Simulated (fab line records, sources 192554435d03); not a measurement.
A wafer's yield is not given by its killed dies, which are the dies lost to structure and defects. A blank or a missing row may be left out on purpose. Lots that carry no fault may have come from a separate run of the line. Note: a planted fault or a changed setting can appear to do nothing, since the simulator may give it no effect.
Matching of chambers | flow n5_finfet | 4 sister chambers for N5_HKMG_FIN_ETCH_67 on rie_diel-01
The step etches SOC in N2/H2, stops on TiN, target depth 388.9 nm. 8 wafers are shown with their chamber, then 11 later ones without.

## WAFERS WITH THEIR CHAMBER
wafer  | chamber | throttle_valve_pct (%) | oes_product_au (a.u.)
L079.4 | 0       | 17.53                  | 0.89
L084.6 | 2       | 17.59                  | 0.94
L085.1 | 3       | 17.99                  | 0.69
L085.5 | 1       | 17.70                  | 0.84
L087.1 | 0       | 17.56                  | 0.86
L087.2 | 1       | 17.72                  | 0.84
L087.3 | 2       | 17.58                  | 0.93
L090.1 | 3       | 18.02                  | 0.68

## WAFERS WITH NO CHAMBER GIVEN
wafer  | throttle_valve_pct (%) | oes_product_au (a.u.)
L090.2 | 17.59                  | 0.92
L090.3 | 17.58                  | 0.85
L093.1 | 17.60                  | 0.90
L093.4 | 18.03                  | 0.68
L093.6 | 17.58                  | 0.84
L095.2 | 17.60                  | 0.89
L095.4 | 18.03                  | 0.67
L095.5 | 18.03                  | 0.67
L097.2 | 18.04                  | 0.67
L097.3 | 17.62                  | 0.89
L097.5 | 18.02                  | 0.66

## THE CHAMBER EACH PASSED THROUGH
wafer  | from the rows above     | in truth
L090.2 | 2                       | 2
L090.3 | 0                       | 0
L093.1 | can't be placed: 2 or 0 | 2
L093.4 | 3                       | 3
L093.6 | 0                       | 0
L095.2 | can't be placed: 0 or 2 | 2
L095.4 | 3                       | 3
L095.5 | 3                       | 3
L097.2 | 3                       | 3
L097.3 | can't be placed: 2 or 0 | 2
L097.5 | 3                       | 3
8 of 11 placed correctly. These rows do not allow placing 3 (true chamber among the candidates in 3). Wrongly placed: 0.
How it was worked out, from the rows above alone: a wafer's distance from a chamber is the root of the sum, over the readings, of the square of ((its reading less the chamber's mean) divided by the reading's scatter). The wafer belongs to the nearest chamber; if the next one is less than 2 further off, it can't be placed. A chamber's mean is the mean of its shown wafers. The scatter: take each reading less its chamber's mean, square it, sum over the shown wafers, divide by the number of wafers less the number of chambers, and take the root.
